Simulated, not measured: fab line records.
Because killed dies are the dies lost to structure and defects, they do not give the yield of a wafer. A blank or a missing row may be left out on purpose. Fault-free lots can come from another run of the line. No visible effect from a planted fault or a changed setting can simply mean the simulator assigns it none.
fab line records / flow n5-finfet / part 2 of 2: steps 4 to 6 of 6
[record] lots = 22 wafers = 66 last-day = 18
route steps=1938 shown BEOL_M1@789
lots untouched by any fault: they come from a run of this same line in which no faults occurred
start-h: start of the lot's first displayed wafer, in hours after the record's first day / wait-h: time in hours since the lot's previous step / " same as the row above / L1.1+2: several wafers, shown together as one row / - no value, or no start given / * or withheld: withheld / < > ~ a bound
route shown NAME@n: NAME is a module with steps in the file, n the number in the route of the first one / usual: mean/standard deviation taken from wafers without a fault / same: alike in all rows / chamber/n: place in a boat / sites: readings site by site / _std_site: the values' standard deviation / _edge_site: inner sites' mean taken away from outer sites' mean / radius-mm: how far each site lies from the wafer's centre / mask NAME#n: copy n / behind: the most recent tool/chamber to have shaped the wafer / hold: why the lot went on hold/how many hours it stayed there/how the hold came to an end / device: transistor that didn't switch, given as n, p or np / end of line: the same wafers' tests at the end of the route / a step without rows: its recipe alone / killed: count of dies lost to structure and defects at first sort (not the wafer's yield) / map: dies across one wafer; x = killed, . = not, _ = none there
set.NAME: the setting as run; set.NAME@STEP: as run at that earlier step / model.NAME: the simulator's own value behind a step, which no gauge read
the route's steps for a sample of lots (tables are steps, rows are wafers)
services: the hour from which a tool's chamber was out of use, counted from the record's first day as start-h (under 0 if before that day), plus the number of hours and why
[[steps]]
[step N5_BEOL_M1_DEGAS_44]
[recipe] ambient = vacuum temp-c = 250 time-s = 60
[usual] heater-power-w = 316/21
lot.wafer=L076.1 tool=pvd-sputter-01 chamber=- start-h=158.91 wait-h=0.4 heater-power-w=346
lot.wafer=L076.2 tool=pvd-sputter-01 chamber=- start-h=158.91 wait-h=0.4 heater-power-w=305
lot.wafer=L076.4 tool=pvd-sputter-01 chamber=- start-h=158.91 wait-h=0.4 heater-power-w=341
lot.wafer=L077.4 tool=pvd-sputter-03 chamber=- start-h=158.98 wait-h=0.3 heater-power-w=297
lot.wafer=L077.5 tool=pvd-sputter-03 chamber=- start-h=158.98 wait-h=0.3 heater-power-w=310
lot.wafer=L077.6 tool=pvd-sputter-03 chamber=- start-h=158.98 wait-h=0.3 heater-power-w=329
lot.wafer=L078.2 tool=pvd-sputter-01 chamber=- start-h=165.17 wait-h=0.2 heater-power-w=347
lot.wafer=L078.3 tool=pvd-sputter-01 chamber=- start-h=165.17 wait-h=0.2 heater-power-w=336
lot.wafer=L078.6 tool=pvd-sputter-01 chamber=- start-h=165.17 wait-h=0.2 heater-power-w=350
lot.wafer=L079.2 tool=pvd-sputter-01 chamber=- start-h=168.18 wait-h=0.4 heater-power-w=297
lot.wafer=L079.3 tool=pvd-sputter-01 chamber=- start-h=168.18 wait-h=0.4 heater-power-w=306
lot.wafer=L079.4 tool=pvd-sputter-01 chamber=- start-h=168.18 wait-h=0.4 heater-power-w=341
lot.wafer=L080.2 tool=pvd-sputter-03 chamber=- start-h=168.24 wait-h=0.4 heater-power-w=296
lot.wafer=L080.4 tool=pvd-sputter-03 chamber=- start-h=168.24 wait-h=0.4 heater-power-w=332
lot.wafer=L080.5 tool=pvd-sputter-03 chamber=- start-h=168.24 wait-h=0.4 heater-power-w=292
lot.wafer=L081.2 tool=pvd-sputter-01 chamber=- start-h=171.58 wait-h=0.4 heater-power-w=330
lot.wafer=L081.5 tool=pvd-sputter-01 chamber=- start-h=171.58 wait-h=0.4 heater-power-w=299
lot.wafer=L081.6 tool=pvd-sputter-01 chamber=- start-h=171.58 wait-h=0.4 heater-power-w=309
lot.wafer=L082.1 tool=pvd-sputter-01 chamber=- start-h=172.62 wait-h=0.3 heater-power-w=306
lot.wafer=L082.2 tool=pvd-sputter-01 chamber=- start-h=172.62 wait-h=0.3 heater-power-w=291
lot.wafer=L082.6 tool=pvd-sputter-01 chamber=- start-h=172.62 wait-h=0.3 heater-power-w=346
lot.wafer=L083.4 tool=pvd-sputter-02 chamber=- start-h=183.70 wait-h=0.3 heater-power-w=310
lot.wafer=L083.5 tool=pvd-sputter-02 chamber=- start-h=183.70 wait-h=0.3 heater-power-w=308
lot.wafer=L083.6 tool=pvd-sputter-02 chamber=- start-h=183.70 wait-h=0.3 heater-power-w=356
lot.wafer=L085.1 tool=pvd-sputter-03 chamber=- start-h=206.47 wait-h=0.4 heater-power-w=324
lot.wafer=L085.4 tool=pvd-sputter-03 chamber=- start-h=206.47 wait-h=0.4 heater-power-w=337
lot.wafer=L085.5 tool=pvd-sputter-03 chamber=- start-h=206.47 wait-h=0.4 heater-power-w=313
lot.wafer=L084.2 tool=pvd-sputter-02 chamber=- start-h=209.95 wait-h=0.6 heater-power-w=302
lot.wafer=L084.4 tool=pvd-sputter-02 chamber=- start-h=209.95 wait-h=0.6 heater-power-w=341
lot.wafer=L084.6 tool=pvd-sputter-02 chamber=- start-h=209.95 wait-h=0.6 heater-power-w=308
lot.wafer=L086.1 tool=pvd-sputter-02 chamber=- start-h=215.11 wait-h=0.6 heater-power-w=282
lot.wafer=L086.4 tool=pvd-sputter-02 chamber=- start-h=215.11 wait-h=0.6 heater-power-w=357
lot.wafer=L086.6 tool=pvd-sputter-02 chamber=- start-h=215.11 wait-h=0.6 heater-power-w=287
lot.wafer=L087.1 tool=pvd-sputter-03 chamber=- start-h=219.63 wait-h=0.3 heater-power-w=339
lot.wafer=L087.2 tool=pvd-sputter-03 chamber=- start-h=219.63 wait-h=0.3 heater-power-w=336
lot.wafer=L087.3 tool=pvd-sputter-03 chamber=- start-h=219.63 wait-h=0.3 heater-power-w=318
lot.wafer=L088.1 tool=pvd-sputter-02 chamber=- start-h=219.72 wait-h=0.3 heater-power-w=349
lot.wafer=L088.3 tool=pvd-sputter-02 chamber=- start-h=219.72 wait-h=0.3 heater-power-w=307
lot.wafer=L088.4 tool=pvd-sputter-02 chamber=- start-h=219.72 wait-h=0.3 heater-power-w=285
lot.wafer=L089.4 tool=pvd-sputter-02 chamber=- start-h=223.32 wait-h=0.4 heater-power-w=284
lot.wafer=L089.5 tool=pvd-sputter-02 chamber=- start-h=223.32 wait-h=0.4 heater-power-w=298
lot.wafer=L089.6 tool=pvd-sputter-02 chamber=- start-h=223.32 wait-h=0.4 heater-power-w=275
lot.wafer=L090.1 tool=pvd-sputter-03 chamber=- start-h=229.87 wait-h=0.4 heater-power-w=331
lot.wafer=L090.2 tool=pvd-sputter-03 chamber=- start-h=229.87 wait-h=0.4 heater-power-w=334
lot.wafer=L090.3 tool=pvd-sputter-03 chamber=- start-h=229.87 wait-h=0.4 heater-power-w=312
lot.wafer=L091.1 tool=pvd-sputter-01 chamber=- start-h=230.36 wait-h=0.5 heater-power-w=329
lot.wafer=L091.3 tool=pvd-sputter-01 chamber=- start-h=230.36 wait-h=0.5 heater-power-w=298
lot.wafer=L091.6 tool=pvd-sputter-01 chamber=- start-h=230.36 wait-h=0.5 heater-power-w=334
lot.wafer=L092.1 tool=pvd-sputter-01 chamber=- start-h=238.19 wait-h=0.2 heater-power-w=332
lot.wafer=L092.4 tool=pvd-sputter-01 chamber=- start-h=238.19 wait-h=0.2 heater-power-w=306
lot.wafer=L092.5 tool=pvd-sputter-01 chamber=- start-h=238.19 wait-h=0.2 heater-power-w=341
lot.wafer=L093.1 tool=pvd-sputter-01 chamber=- start-h=241.61 wait-h=0.2 heater-power-w=294
lot.wafer=L093.4 tool=pvd-sputter-01 chamber=- start-h=241.61 wait-h=0.2 heater-power-w=305
lot.wafer=L093.6 tool=pvd-sputter-01 chamber=- start-h=241.61 wait-h=0.2 heater-power-w=304
lot.wafer=L094.2 tool=pvd-sputter-03 chamber=- start-h=255.20 wait-h=0.4 heater-power-w=308
lot.wafer=L094.3 tool=pvd-sputter-03 chamber=- start-h=255.20 wait-h=0.4 heater-power-w=341
lot.wafer=L094.6 tool=pvd-sputter-03 chamber=- start-h=255.20 wait-h=0.4 heater-power-w=291
lot.wafer=L095.2 tool=pvd-sputter-02 chamber=- start-h=266.60 wait-h=0.1 heater-power-w=307
lot.wafer=L095.4 tool=pvd-sputter-02 chamber=- start-h=266.60 wait-h=0.1 heater-power-w=290
lot.wafer=L095.5 tool=pvd-sputter-02 chamber=- start-h=266.60 wait-h=0.1 heater-power-w=295
lot.wafer=L097.2 tool=pvd-sputter-01 chamber=- start-h=274.70 wait-h=0.7 heater-power-w=329
lot.wafer=L097.3 tool=pvd-sputter-01 chamber=- start-h=274.70 wait-h=0.7 heater-power-w=301
lot.wafer=L097.5 tool=pvd-sputter-01 chamber=- start-h=274.70 wait-h=0.7 heater-power-w=307
lot.wafer=L096.3 tool=pvd-sputter-02 chamber=- start-h=282.20 wait-h=0.9 heater-power-w=347
lot.wafer=L096.4 tool=pvd-sputter-02 chamber=- start-h=282.20 wait-h=0.9 heater-power-w=285
lot.wafer=L096.6 tool=pvd-sputter-02 chamber=- start-h=282.20 wait-h=0.9 heater-power-w=350
[step N5_BEOL_M1_SPUTTER_86]
[recipe] material = Cu target-thk-a = 45 temp-c = -20 chamber-pressure-pa = 0.07 power-w = withheld time-s = 8.29
[usual] chuck-gas-flow-sccm = 1.26/0.051 throttle-valve-pct = 30.5/0.79
lot.wafer=L076.1 tool=pvd-sputter-01 chamber=- start-h=161.95 wait-h=0.1 chuck-gas-flow-sccm=1.28 throttle-valve-pct=29.7
lot.wafer=L076.2 tool=pvd-sputter-01 chamber=- start-h=161.95 wait-h=0.1 chuck-gas-flow-sccm=1.32 throttle-valve-pct=30.1
lot.wafer=L076.4 tool=pvd-sputter-01 chamber=- start-h=161.95 wait-h=0.1 chuck-gas-flow-sccm=1.34 throttle-valve-pct=30.3
lot.wafer=L077.4 tool=pvd-sputter-03 chamber=- start-h=162.20 wait-h=0.0 chuck-gas-flow-sccm=1.27 throttle-valve-pct=31.8
lot.wafer=L077.5 tool=pvd-sputter-03 chamber=- start-h=162.20 wait-h=0.0 chuck-gas-flow-sccm=1.26 throttle-valve-pct=30.3
lot.wafer=L077.6 tool=pvd-sputter-03 chamber=- start-h=162.20 wait-h=0.0 chuck-gas-flow-sccm=1.24 throttle-valve-pct=30.7
lot.wafer=L078.2 tool=pvd-sputter-01 chamber=- start-h=166.42 wait-h=0.1 chuck-gas-flow-sccm=1.22 throttle-valve-pct=30.2
lot.wafer=L078.3 tool=pvd-sputter-01 chamber=- start-h=166.42 wait-h=0.1 chuck-gas-flow-sccm=1.24 throttle-valve-pct=30.4
lot.wafer=L078.6 tool=pvd-sputter-01 chamber=- start-h=166.42 wait-h=0.1 chuck-gas-flow-sccm=1.25 throttle-valve-pct=30.0
lot.wafer=L079.2 tool=pvd-sputter-03 chamber=- start-h=169.50 wait-h=0.1 chuck-gas-flow-sccm=1.25 throttle-valve-pct=30.5
lot.wafer=L079.3 tool=pvd-sputter-03 chamber=- start-h=169.50 wait-h=0.1 chuck-gas-flow-sccm=1.30 throttle-valve-pct=30.2
lot.wafer=L079.4 tool=pvd-sputter-03 chamber=- start-h=169.50 wait-h=0.1 chuck-gas-flow-sccm=1.17 throttle-valve-pct=30.7
lot.wafer=L080.2 tool=pvd-sputter-01 chamber=- start-h=169.68 wait-h=0.1 chuck-gas-flow-sccm=1.33 throttle-valve-pct=29.5
lot.wafer=L080.4 tool=pvd-sputter-01 chamber=- start-h=169.68 wait-h=0.1 chuck-gas-flow-sccm=1.32 throttle-valve-pct=30.2
lot.wafer=L080.5 tool=pvd-sputter-01 chamber=- start-h=169.68 wait-h=0.1 chuck-gas-flow-sccm=1.28 throttle-valve-pct=29.8
lot.wafer=L081.2 tool=pvd-sputter-02 chamber=- start-h=172.98 wait-h=0.1 chuck-gas-flow-sccm=1.28 throttle-valve-pct=32.4
lot.wafer=L081.5 tool=pvd-sputter-02 chamber=- start-h=172.98 wait-h=0.1 chuck-gas-flow-sccm=1.25 throttle-valve-pct=30.7
lot.wafer=L081.6 tool=pvd-sputter-02 chamber=- start-h=172.98 wait-h=0.1 chuck-gas-flow-sccm=1.28 throttle-valve-pct=29.6
lot.wafer=L082.1 tool=pvd-sputter-03 chamber=- start-h=173.96 wait-h=0.1 chuck-gas-flow-sccm=1.36 throttle-valve-pct=32.0
lot.wafer=L082.2 tool=pvd-sputter-03 chamber=- start-h=173.96 wait-h=0.1 chuck-gas-flow-sccm=1.29 throttle-valve-pct=30.6
lot.wafer=L082.6 tool=pvd-sputter-03 chamber=- start-h=173.96 wait-h=0.1 chuck-gas-flow-sccm=1.23 throttle-valve-pct=31.8
lot.wafer=L083.4 tool=pvd-sputter-03 chamber=- start-h=185.00 wait-h=0.1 chuck-gas-flow-sccm=1.28 throttle-valve-pct=31.8
lot.wafer=L083.5 tool=pvd-sputter-03 chamber=- start-h=185.00 wait-h=0.1 chuck-gas-flow-sccm=1.32 throttle-valve-pct=31.4
lot.wafer=L083.6 tool=pvd-sputter-03 chamber=- start-h=185.00 wait-h=0.1 chuck-gas-flow-sccm=1.20 throttle-valve-pct=30.3
lot.wafer=L085.1 tool=pvd-sputter-01 chamber=- start-h=208.21 wait-h=0.1 chuck-gas-flow-sccm=1.25 throttle-valve-pct=29.7
lot.wafer=L085.4 tool=pvd-sputter-01 chamber=- start-h=208.21 wait-h=0.1 chuck-gas-flow-sccm=1.24 throttle-valve-pct=30.3
lot.wafer=L085.5 tool=pvd-sputter-01 chamber=- start-h=208.21 wait-h=0.1 chuck-gas-flow-sccm=1.29 throttle-valve-pct=29.5
lot.wafer=L084.2 tool=pvd-sputter-01 chamber=- start-h=211.45 wait-h=0.1 chuck-gas-flow-sccm=1.24 throttle-valve-pct=29.5
lot.wafer=L084.4 tool=pvd-sputter-01 chamber=- start-h=211.45 wait-h=0.1 chuck-gas-flow-sccm=1.19 throttle-valve-pct=30.6
lot.wafer=L084.6 tool=pvd-sputter-01 chamber=- start-h=211.45 wait-h=0.1 chuck-gas-flow-sccm=1.32 throttle-valve-pct=30.4
lot.wafer=L086.1 tool=pvd-sputter-01 chamber=- start-h=219.57 wait-h=0.1 chuck-gas-flow-sccm=1.27 throttle-valve-pct=29.6
lot.wafer=L086.4 tool=pvd-sputter-01 chamber=- start-h=219.57 wait-h=0.1 chuck-gas-flow-sccm=1.24 throttle-valve-pct=30.6
lot.wafer=L086.6 tool=pvd-sputter-01 chamber=- start-h=219.57 wait-h=0.1 chuck-gas-flow-sccm=1.29 throttle-valve-pct=29.7
lot.wafer=L087.1 tool=pvd-sputter-02 chamber=- start-h=221.08 wait-h=0.1 chuck-gas-flow-sccm=1.23 throttle-valve-pct=30.9
lot.wafer=L087.2 tool=pvd-sputter-02 chamber=- start-h=221.08 wait-h=0.1 chuck-gas-flow-sccm=1.17 throttle-valve-pct=32.6
lot.wafer=L087.3 tool=pvd-sputter-02 chamber=- start-h=221.08 wait-h=0.1 chuck-gas-flow-sccm=1.31 throttle-valve-pct=29.6
lot.wafer=L088.1 tool=pvd-sputter-03 chamber=- start-h=221.33 wait-h=0.1 chuck-gas-flow-sccm=1.11 throttle-valve-pct=30.7
lot.wafer=L088.3 tool=pvd-sputter-03 chamber=- start-h=221.33 wait-h=0.1 chuck-gas-flow-sccm=1.21 throttle-valve-pct=32.0
lot.wafer=L088.4 tool=pvd-sputter-03 chamber=- start-h=221.33 wait-h=0.1 chuck-gas-flow-sccm=1.35 throttle-valve-pct=30.4
lot.wafer=L089.4 tool=pvd-sputter-01 chamber=- start-h=225.92 wait-h=0.1 chuck-gas-flow-sccm=1.22 throttle-valve-pct=29.8
lot.wafer=L089.5 tool=pvd-sputter-01 chamber=- start-h=225.92 wait-h=0.1 chuck-gas-flow-sccm=1.29 throttle-valve-pct=30.3
lot.wafer=L089.6 tool=pvd-sputter-01 chamber=- start-h=225.92 wait-h=0.1 chuck-gas-flow-sccm=1.23 throttle-valve-pct=30.3
lot.wafer=L090.1 tool=pvd-sputter-01 chamber=- start-h=231.12 wait-h=0.1 chuck-gas-flow-sccm=1.19 throttle-valve-pct=30.4
lot.wafer=L090.2 tool=pvd-sputter-01 chamber=- start-h=231.12 wait-h=0.1 chuck-gas-flow-sccm=1.25 throttle-valve-pct=29.4
lot.wafer=L090.3 tool=pvd-sputter-01 chamber=- start-h=231.12 wait-h=0.1 chuck-gas-flow-sccm=1.28 throttle-valve-pct=29.5
lot.wafer=L091.1 tool=pvd-sputter-03 chamber=- start-h=232.13 wait-h=0.1 chuck-gas-flow-sccm=1.23 throttle-valve-pct=31.9
lot.wafer=L091.3 tool=pvd-sputter-03 chamber=- start-h=232.13 wait-h=0.1 chuck-gas-flow-sccm=1.26 throttle-valve-pct=30.7
lot.wafer=L091.6 tool=pvd-sputter-03 chamber=- start-h=232.13 wait-h=0.1 chuck-gas-flow-sccm=1.25 throttle-valve-pct=30.7
lot.wafer=L092.1 tool=pvd-sputter-02 chamber=- start-h=239.63 wait-h=0.1 chuck-gas-flow-sccm=1.30 throttle-valve-pct=30.8
lot.wafer=L092.4 tool=pvd-sputter-02 chamber=- start-h=239.63 wait-h=0.1 chuck-gas-flow-sccm=1.20 throttle-valve-pct=31.3
lot.wafer=L092.5 tool=pvd-sputter-02 chamber=- start-h=239.63 wait-h=0.1 chuck-gas-flow-sccm=1.24 throttle-valve-pct=29.5
lot.wafer=L093.1 tool=pvd-sputter-01 chamber=- start-h=244.60 wait-h=0.1 chuck-gas-flow-sccm=1.27 throttle-valve-pct=30.4
lot.wafer=L093.4 tool=pvd-sputter-01 chamber=- start-h=244.60 wait-h=0.1 chuck-gas-flow-sccm=1.28 throttle-valve-pct=29.8
lot.wafer=L093.6 tool=pvd-sputter-01 chamber=- start-h=244.60 wait-h=0.1 chuck-gas-flow-sccm=1.36 throttle-valve-pct=30.7
lot.wafer=L094.2 tool=pvd-sputter-02 chamber=- start-h=256.49 wait-h=0.1 chuck-gas-flow-sccm=1.36 throttle-valve-pct=30.4
lot.wafer=L094.3 tool=pvd-sputter-02 chamber=- start-h=256.49 wait-h=0.1 chuck-gas-flow-sccm=1.31 throttle-valve-pct=31.5
lot.wafer=L094.6 tool=pvd-sputter-02 chamber=- start-h=256.49 wait-h=0.1 chuck-gas-flow-sccm=1.30 throttle-valve-pct=30.8
lot.wafer=L095.2 tool=pvd-sputter-01 chamber=- start-h=268.05 wait-h=0.1 chuck-gas-flow-sccm=1.23 throttle-valve-pct=30.1
lot.wafer=L095.4 tool=pvd-sputter-01 chamber=- start-h=268.05 wait-h=0.1 chuck-gas-flow-sccm=1.26 throttle-valve-pct=30.7
lot.wafer=L095.5 tool=pvd-sputter-01 chamber=- start-h=268.05 wait-h=0.1 chuck-gas-flow-sccm=1.29 throttle-valve-pct=30.5
lot.wafer=L097.2 tool=pvd-sputter-01 chamber=- start-h=275.98 wait-h=0.1 chuck-gas-flow-sccm=1.25 throttle-valve-pct=30.2
lot.wafer=L097.3 tool=pvd-sputter-01 chamber=- start-h=275.98 wait-h=0.1 chuck-gas-flow-sccm=1.31 throttle-valve-pct=30.0
lot.wafer=L097.5 tool=pvd-sputter-01 chamber=- start-h=275.98 wait-h=0.1 chuck-gas-flow-sccm=1.36 throttle-valve-pct=29.9
lot.wafer=L096.3 tool=pvd-sputter-03 chamber=- start-h=283.48 wait-h=0.1 chuck-gas-flow-sccm=1.22 throttle-valve-pct=30.3
lot.wafer=L096.4 tool=pvd-sputter-03 chamber=- start-h=283.48 wait-h=0.1 chuck-gas-flow-sccm=1.29 throttle-valve-pct=31.3
lot.wafer=L096.6 tool=pvd-sputter-03 chamber=- start-h=283.48 wait-h=0.1 chuck-gas-flow-sccm=1.23 throttle-valve-pct=30.3
[step N5_BEOL_M1_ANNEAL_93]
[recipe] temp-c = 400 time-s = 240 ambient = vacuum
[usual] heater-power-w = 792/51
lot.wafer=L076.1 tool=pvd-sputter-01 chamber=- start-h=162.69 wait-h=0.0 heater-power-w=771
lot.wafer=L076.2 tool=pvd-sputter-01 chamber=- start-h=162.69 wait-h=0.0 heater-power-w=837
lot.wafer=L076.4 tool=pvd-sputter-01 chamber=- start-h=162.69 wait-h=0.0 heater-power-w=733
lot.wafer=L077.4 tool=pvd-sputter-03 chamber=- start-h=162.97 wait-h=0.1 heater-power-w=829
lot.wafer=L077.5 tool=pvd-sputter-03 chamber=- start-h=162.97 wait-h=0.1 heater-power-w=725
lot.wafer=L077.6 tool=pvd-sputter-03 chamber=- start-h=162.97 wait-h=0.1 heater-power-w=771
lot.wafer=L078.2 tool=pvd-sputter-01 chamber=- start-h=167.16 wait-h=0.0 heater-power-w=816
lot.wafer=L078.3 tool=pvd-sputter-01 chamber=- start-h=167.16 wait-h=0.0 heater-power-w=763
lot.wafer=L078.6 tool=pvd-sputter-01 chamber=- start-h=167.16 wait-h=0.0 heater-power-w=849
lot.wafer=L079.2 tool=pvd-sputter-03 chamber=- start-h=170.24 wait-h=0.0 heater-power-w=797
lot.wafer=L079.3 tool=pvd-sputter-03 chamber=- start-h=170.24 wait-h=0.0 heater-power-w=739
lot.wafer=L079.4 tool=pvd-sputter-03 chamber=- start-h=170.24 wait-h=0.0 heater-power-w=791
lot.wafer=L080.2 tool=pvd-sputter-01 chamber=- start-h=170.42 wait-h=0.0 heater-power-w=862
lot.wafer=L080.4 tool=pvd-sputter-01 chamber=- start-h=170.42 wait-h=0.0 heater-power-w=831
lot.wafer=L080.5 tool=pvd-sputter-01 chamber=- start-h=170.42 wait-h=0.0 heater-power-w=862
lot.wafer=L081.2 tool=pvd-sputter-02 chamber=- start-h=173.72 wait-h=0.0 heater-power-w=775
lot.wafer=L081.5 tool=pvd-sputter-02 chamber=- start-h=173.72 wait-h=0.0 heater-power-w=690
lot.wafer=L081.6 tool=pvd-sputter-02 chamber=- start-h=173.72 wait-h=0.0 heater-power-w=744
lot.wafer=L082.1 tool=pvd-sputter-03 chamber=- start-h=174.70 wait-h=0.0 heater-power-w=815
lot.wafer=L082.2 tool=pvd-sputter-03 chamber=- start-h=174.70 wait-h=0.0 heater-power-w=722
lot.wafer=L082.6 tool=pvd-sputter-03 chamber=- start-h=174.70 wait-h=0.0 heater-power-w=829
lot.wafer=L083.4 tool=pvd-sputter-03 chamber=- start-h=185.74 wait-h=0.0 heater-power-w=822
lot.wafer=L083.5 tool=pvd-sputter-03 chamber=- start-h=185.74 wait-h=0.0 heater-power-w=850
lot.wafer=L083.6 tool=pvd-sputter-03 chamber=- start-h=185.74 wait-h=0.0 heater-power-w=735
lot.wafer=L085.1 tool=pvd-sputter-01 chamber=- start-h=208.95 wait-h=0.0 heater-power-w=847
lot.wafer=L085.4 tool=pvd-sputter-01 chamber=- start-h=208.95 wait-h=0.0 heater-power-w=847
lot.wafer=L085.5 tool=pvd-sputter-01 chamber=- start-h=208.95 wait-h=0.0 heater-power-w=758
lot.wafer=L084.2 tool=pvd-sputter-01 chamber=- start-h=212.19 wait-h=0.0 heater-power-w=765
lot.wafer=L084.4 tool=pvd-sputter-01 chamber=- start-h=212.19 wait-h=0.0 heater-power-w=756
lot.wafer=L084.6 tool=pvd-sputter-01 chamber=- start-h=212.19 wait-h=0.0 heater-power-w=849
lot.wafer=L086.1 tool=pvd-sputter-01 chamber=- start-h=220.31 wait-h=0.0 heater-power-w=839
lot.wafer=L086.4 tool=pvd-sputter-01 chamber=- start-h=220.31 wait-h=0.0 heater-power-w=743
lot.wafer=L086.6 tool=pvd-sputter-01 chamber=- start-h=220.31 wait-h=0.0 heater-power-w=857
lot.wafer=L087.1 tool=pvd-sputter-02 chamber=- start-h=221.82 wait-h=0.0 heater-power-w=698
lot.wafer=L087.2 tool=pvd-sputter-02 chamber=- start-h=221.82 wait-h=0.0 heater-power-w=757
lot.wafer=L087.3 tool=pvd-sputter-02 chamber=- start-h=221.82 wait-h=0.0 heater-power-w=733
lot.wafer=L088.1 tool=pvd-sputter-03 chamber=- start-h=222.07 wait-h=0.0 heater-power-w=770
lot.wafer=L088.3 tool=pvd-sputter-03 chamber=- start-h=222.07 wait-h=0.0 heater-power-w=815
lot.wafer=L088.4 tool=pvd-sputter-03 chamber=- start-h=222.07 wait-h=0.0 heater-power-w=722
lot.wafer=L089.4 tool=pvd-sputter-01 chamber=- start-h=226.66 wait-h=0.0 heater-power-w=854
lot.wafer=L089.5 tool=pvd-sputter-01 chamber=- start-h=226.66 wait-h=0.0 heater-power-w=866
lot.wafer=L089.6 tool=pvd-sputter-01 chamber=- start-h=226.66 wait-h=0.0 heater-power-w=748
lot.wafer=L090.1 tool=pvd-sputter-01 chamber=- start-h=231.86 wait-h=0.0 heater-power-w=835
lot.wafer=L090.2 tool=pvd-sputter-01 chamber=- start-h=231.86 wait-h=0.0 heater-power-w=764
lot.wafer=L090.3 tool=pvd-sputter-01 chamber=- start-h=231.86 wait-h=0.0 heater-power-w=845
lot.wafer=L091.1 tool=pvd-sputter-03 chamber=- start-h=232.87 wait-h=0.0 heater-power-w=824
lot.wafer=L091.3 tool=pvd-sputter-03 chamber=- start-h=232.87 wait-h=0.0 heater-power-w=797
lot.wafer=L091.6 tool=pvd-sputter-03 chamber=- start-h=232.87 wait-h=0.0 heater-power-w=767
lot.wafer=L092.1 tool=pvd-sputter-02 chamber=- start-h=240.37 wait-h=0.0 heater-power-w=708
lot.wafer=L092.4 tool=pvd-sputter-02 chamber=- start-h=240.37 wait-h=0.0 heater-power-w=891
lot.wafer=L092.5 tool=pvd-sputter-02 chamber=- start-h=240.37 wait-h=0.0 heater-power-w=753
lot.wafer=L093.1 tool=pvd-sputter-01 chamber=- start-h=245.34 wait-h=0.0 heater-power-w=851
lot.wafer=L093.4 tool=pvd-sputter-01 chamber=- start-h=245.34 wait-h=0.0 heater-power-w=766
lot.wafer=L093.6 tool=pvd-sputter-01 chamber=- start-h=245.34 wait-h=0.0 heater-power-w=743
lot.wafer=L094.2 tool=pvd-sputter-02 chamber=- start-h=257.23 wait-h=0.0 heater-power-w=720
lot.wafer=L094.3 tool=pvd-sputter-02 chamber=- start-h=257.23 wait-h=0.0 heater-power-w=876
lot.wafer=L094.6 tool=pvd-sputter-02 chamber=- start-h=257.23 wait-h=0.0 heater-power-w=690
lot.wafer=L095.2 tool=pvd-sputter-01 chamber=- start-h=268.79 wait-h=0.0 heater-power-w=838
lot.wafer=L095.4 tool=pvd-sputter-01 chamber=- start-h=268.79 wait-h=0.0 heater-power-w=751
lot.wafer=L095.5 tool=pvd-sputter-01 chamber=- start-h=268.79 wait-h=0.0 heater-power-w=809
lot.wafer=L097.2 tool=pvd-sputter-01 chamber=- start-h=276.72 wait-h=0.0 heater-power-w=731
lot.wafer=L097.3 tool=pvd-sputter-01 chamber=- start-h=276.72 wait-h=0.0 heater-power-w=831
lot.wafer=L097.5 tool=pvd-sputter-01 chamber=- start-h=276.72 wait-h=0.0 heater-power-w=849
lot.wafer=L096.3 tool=pvd-sputter-03 chamber=- start-h=284.22 wait-h=0.0 heater-power-w=763
lot.wafer=L096.4 tool=pvd-sputter-03 chamber=- start-h=284.22 wait-h=0.0 heater-power-w=849
lot.wafer=L096.6 tool=pvd-sputter-03 chamber=- start-h=284.22 wait-h=0.0 heater-power-w=745
[[services]]
tool=rie-diel-04 chamber=3 start-h=136.92 hours=- kind=clean
tool=rie-diel-04 chamber=3 start-h=136.92 hours=- kind=consumable-replace:focus-ring
tool=rie-diel-04 chamber=3 start-h=136.92 hours=28.0 kind=scheduled-down
tool=rie-diel-04 chamber=3 start-h=136.92 hours=28.0 kind=vent-cycle
tool=pvd-sputter-02 chamber=- start-h=140.26 hours=0.6 kind=repair
tool=rie-diel-03 chamber=1 start-h=144.94 hours=3.3 kind=repair
tool=rie-diel-03 chamber=1 start-h=148.25 hours=- kind=clean
tool=rie-diel-03 chamber=1 start-h=148.25 hours=- kind=consumable-replace:esc
tool=rie-diel-03 chamber=1 start-h=148.25 hours=- kind=consumable-replace:focus-ring
tool=rie-diel-03 chamber=1 start-h=148.25 hours=23.6 kind=scheduled-down
tool=rie-diel-03 chamber=1 start-h=148.25 hours=23.6 kind=vent-cycle
tool=rie-diel-04 chamber=2 start-h=165.08 hours=- kind=clean
tool=rie-diel-04 chamber=2 start-h=165.08 hours=- kind=consumable-replace:focus-ring
tool=rie-diel-04 chamber=2 start-h=165.08 hours=20.6 kind=scheduled-down
tool=rie-diel-04 chamber=2 start-h=165.08 hours=20.6 kind=vent-cycle
tool=rie-diel-02 chamber=- start-h=197.02 hours=0.7 kind=repair
tool=rie-diel-02 chamber=1 start-h=204.40 hours=10.7 kind=repair
tool=rie-diel-03 chamber=0 start-h=239.43 hours=7.2 kind=repair
tool=rie-diel-02 chamber=0 start-h=259.82 hours=6.2 kind=repair
tool=rie-diel-02 chamber=2 start-h=266.34 hours=- kind=clean
tool=rie-diel-02 chamber=2 start-h=266.34 hours=- kind=consumable-replace:focus-ring
tool=rie-diel-02 chamber=2 start-h=266.34 hours=18.4 kind=scheduled-down
tool=rie-diel-02 chamber=2 start-h=266.34 hours=18.4 kind=vent-cycle
tool=rie-diel-04 chamber=2 start-h=277.56 hours=5.6 kind=repair
